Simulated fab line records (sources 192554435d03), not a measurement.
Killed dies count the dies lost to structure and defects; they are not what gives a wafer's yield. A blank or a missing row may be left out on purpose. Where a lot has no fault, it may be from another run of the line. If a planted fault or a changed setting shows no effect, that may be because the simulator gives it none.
What tool caused it? ; flow n5Finfet ; 10 lots with 30 wafers sampled at 5 steps, on a route of 1938 steps

WHAT THE GAUGES SHOWED, per wafer
N5_BEOL_M4_RC_MEAS_101. Usual: DIBL_N 36.5 mV/V, standard deviation 1.4; DIBL_P 36.6 mV/V, standard deviation 1.6; IOFF_N 0.160 nA/um, standard deviation 0.024; IOFF_P 0.217 nA/um, standard deviation 0.029; ION_N 674 uA/um, standard deviation 8.7; ION_P 464 uA/um, standard deviation 6.5; SS_N 71.6 mV/dec, standard deviation 0.47; SS_P 73.4 mV/dec, standard deviation 0.57; VT_N 250.0 mV, standard deviation 2.5; VT_P -250 mV, standard deviation 3.1.
lot;measured;on;DIBL_N (mV/V);DIBL_P (mV/V);IOFF_N (nA/um);IOFF_P (nA/um);ION_N (uA/um);ION_P (uA/um);SS_N (mV/dec);SS_P (mV/dec);VT_N (mV);VT_P (mV);flag
L648;day 8 06:04;prober-02;34.3 35.2 35.5;35.8 36.7 36.3;0.140 0.143 0.152;0.193 0.203 0.208;663 666 671;465 461 462;71.6 71.8 71.7;72.8 72.6 73.3;250.5 251.5 249.1;-251 -251 -249;
L649;day 8 17:36;prober-01;36.9 34.8 37.4;37.8 34.3 37.7;0.177 0.138 0.188;0.222 0.175 0.220;669 678 690;460 463 466;71.7 70.9 71.8;73.2 73.1 74.0;248.6 253.1 247.8;-249 -252 -250;
L651;day 9 03:20;prober-01;37.1 36.6 36.3;37.2 36.7 36.3;0.180 0.178 0.169;0.253 0.256 0.241;687 675 684;474 468 475;71.6 71.7 71.6;73.5 72.6 73.6;247.7 247.2 244.9;-247 -246 -245;
L652;day 9 18:49;prober-02;38.8 35.9 37.8;39.8 36.3 38.6;0.211 0.160 0.187;0.253 0.196 0.226;694 677 679;465 457 460;72.7 71.2 70.8;74.1 73.5 74.0;248.9 250.0 249.7;-249 -253 -253;
L654;day 10 00:01;prober-01;38.3 35.9 37.5;38.1 33.7 36.4;0.188 0.130 0.166;0.269 0.193 0.238;683 663 663;473 467 462;71.7 71.6 72.2;74.7 72.2 73.8;248.0 253.9 250.4;-245 -249 -250;
L655;day 10 11:13;prober-01;36.3 37.1 36.9;37.3 37.9 37.7;0.169 0.187 0.176;0.261 0.267 0.256;678 673 689;474 474 474;71.1 72.0 71.9;74.2 73.4 73.4;248.6 245.1 248.4;-245 -243 -244;
L656;day 10 18:02;prober-02;36.5 36.8 37.5;33.8 35.0 35.5;0.151 0.151 0.163;0.192 0.203 0.220;676 678 677;461 468 466;71.2 71.1 71.2;72.1 73.8 73.2;250.4 249.4 249.3;-251 -251 -248;
L660;day 11 17:27;prober-01;36.7 36.7 37.4;37.3 37.1 37.0;0.152 0.151 0.160;0.193 0.202 0.198;677 673 665;458 455 454;72.3 71.3 71.6;73.5 74.2 73.4;249.6 251.6 251.6;-254 -253 -254;
L663;day 11 23:09;prober-02;35.3 36.2 36.7;34.9 35.7 36.2;0.123 0.135 0.145;0.158 0.168 0.174;667 672 664;452 452 448;71.6 71.6 71.8;73.2 72.9 72.7;255.3 253.1 252.7;-256 -256 -255;
L669;day 13 13:08;prober-01;35.8 34.8 37.9;38.6 37.1 40.1;0.164 0.143 0.199;0.217 0.193 0.236;677 677 686;454 461 458;71.6 70.9 73.0;73.5 73.4 74.4;248.1 252.1 248.2;-249 -250 -249;

WHAT TOOL EACH LOT RAN ON (gives the tool, then ch and the chambers of the sampled wafers, and finally the start)
lot;N5_BEOL_M3_SURFACE_TREAT_85;N5_BEOL_M3_ANNEAL_87;N5_BEOL_M3_DEP_57;N5_BEOL_M4_COAT_62
L648;pvdSputter-02, day 7 13:31;pvdSputter-02, day 7 14:34;pecvd-04 ch 0,2, day 7 16:35;lithoTrack-04 ch 0, day 7 17:04
L649;pvdSputter-02, day 8 00:35;pvdSputter-02, day 8 01:41;pecvd-04 ch 0,1,2, day 8 03:41;lithoTrack-03 ch 0, day 8 04:34
L651;pvdSputter-02, day 8 11:56;pvdSputter-02, day 8 12:55;pecvd-04 ch 1,2, day 8 14:55;lithoTrack-04 ch 0, day 8 15:47
L652;pvdSputter-01, day 8 22:03;pvdSputter-02, day 8 23:04;pecvd-02 ch 0,1,2, day 9 01:08;lithoTrack-03 ch 0, day 9 01:35
L654;pvdSputter-01, day 9 06:29;pvdSputter-03, day 9 07:34;pecvd-02 ch 0,1,2, day 9 09:35;lithoTrack-03 ch 0, day 9 10:46
L655;pvdSputter-01, day 9 15:59;pvdSputter-03, day 9 17:25;pecvd-01 ch 1,2, day 9 19:25;lithoTrack-03 ch 0, day 9 20:10
L656;pvdSputter-01, day 9 20:32;pvdSputter-02, day 9 21:37;pecvd-02 ch 0,1, day 9 23:38;lithoTrack-02 ch 0, day 10 02:19
L660;pvdSputter-01, day 10 19:38;pvdSputter-03, day 10 21:23;pecvd-04 ch 0,1, day 10 23:23;lithoTrack-03 ch 0, day 11 01:21
L663;pvdSputter-01, day 11 06:07;pvdSputter-02, day 11 07:05;pecvd-02 ch 0,1,2, day 11 09:07;lithoTrack-03 ch 0, day 11 09:32
L669;pvdSputter-03, day 12 22:01;pvdSputter-01, day 12 23:08;pecvd-01 ch 1,2, day 13 01:15;lithoTrack-02 ch 0, day 13 02:07
- N5_BEOL_M3_SURFACE_TREAT_85
- N5_BEOL_M3_ANNEAL_87: time 240 s.
- N5_BEOL_M3_DEP_57: deposits SiCN from 3MS/NH3, target thk 8 nm, time 14 s.
- N5_BEOL_M4_COAT_62: time 60 s, resist thk 12 nm.

AS READ BY THE TOOLS THEMSELVES (means over the sampled wafers that have a number; for cases with no such wafer, the mark the record gives instead)
N5_BEOL_M3_ANNEAL_87. Usual: heaterPowerW 762 W, standard deviation 77; susceptorTempC 400.00 C, standard deviation 0.21; susceptor_temp_C_max 401.0, standard deviation 0.39.
lot;tool;heaterPowerW (W);susceptorTempC (C);susceptor_temp_C_max;flag
L648;pvdSputter-02;753;399.87;400.9;
L649;pvdSputter-02;771;399.94;400.7;
L651;pvdSputter-02;814;399.92;401.1;
L652;pvdSputter-02;774;400.07;401.1;
L654;pvdSputter-03;755;399.98;400.8;
L655;pvdSputter-03;726;399.89;400.6;
L656;pvdSputter-02;812;400.12;400.9;
L660;pvdSputter-03;749;399.98;400.7;
L663;pvdSputter-02;785;400.21;401.3;
L669;pvdSputter-01;676;399.83;400.7;

N5_BEOL_M3_DEP_57. Usual: rfFwdPowerW 199.5 W, standard deviation 0.92; showerheadPlenumPTorr 3.660 Torr, standard deviation 0.015; throttleValvePct 8.9 %, standard deviation 0.39.
lot;tool;rfFwdPowerW (W);showerheadPlenumPTorr (Torr);throttleValvePct (%);flag
L648;pecvd-04;199.7;3.659;8.7;
L649;pecvd-04;199.1;3.654;8.6;
L651;pecvd-04;199.8;3.661;8.4;
L652;pecvd-02;199.6;3.657;9.4;
L654;pecvd-02;199.3;3.660;9.4;
L655;pecvd-01;199.5;3.658;8.7;
L656;pecvd-02;200.3;3.662;9.4;
L660;pecvd-04;198.5;3.656;8.7;
L663;pecvd-02;199.5;3.660;9.0;
L669;pecvd-01;200.6;3.662;8.8;

N5_BEOL_M4_COAT_62. Usual: heaterPowerTotalW 427.6 W, standard deviation 1.9; spinSpeedRpm 1499.9 rpm, standard deviation 1.
lot;tool;heaterPowerTotalW (W);spinSpeedRpm (rpm);flag
L648;lithoTrack-04;428.9;1499.7;
L649;lithoTrack-03;426.1;1499.7;
L651;lithoTrack-04;426.8;1500.1;
L652;lithoTrack-03;426.1;1499.1;
L654;lithoTrack-03;427.7;1500.1;
L655;lithoTrack-03;426.2;1500.0;
L656;lithoTrack-02;428.8;1500.8;
L660;lithoTrack-03;429.1;1629.9;OFF
L663;lithoTrack-03;429.7;1630.5;OFF
L669;lithoTrack-02;426.7;1500.0;

THE ANSWER, worked out from the rows above alone
Rule: a lot is off if the mean of its wafers that have a number lies more than 3 standard deviations from the usual mean. Also off: a lot with no number at a reading for which 4 or more lots have one. Where the step has rows for the other lots, those lots are counted as sound. First the gauges in route order, then the tools' own readings, where a lot's mean is used as printed above. At the first step where some lot is off, the reading lying furthest off is the one used; lots without a number count as furthest.
Off, at N5_BEOL_M4_COAT_62 on spinSpeedRpm: L660, L663.
If a tool, at that step or one of the process steps before it, ran each lot that is off and ran no sound lot following the first of them, it fits. 2 tools fit, pvdSputter-01 at N5_BEOL_M3_SURFACE_TREAT_85 and lithoTrack-03 at N5_BEOL_M4_COAT_62, so this cannot tell which one it is.

WHAT THE SIMULATOR HAD INSERTED
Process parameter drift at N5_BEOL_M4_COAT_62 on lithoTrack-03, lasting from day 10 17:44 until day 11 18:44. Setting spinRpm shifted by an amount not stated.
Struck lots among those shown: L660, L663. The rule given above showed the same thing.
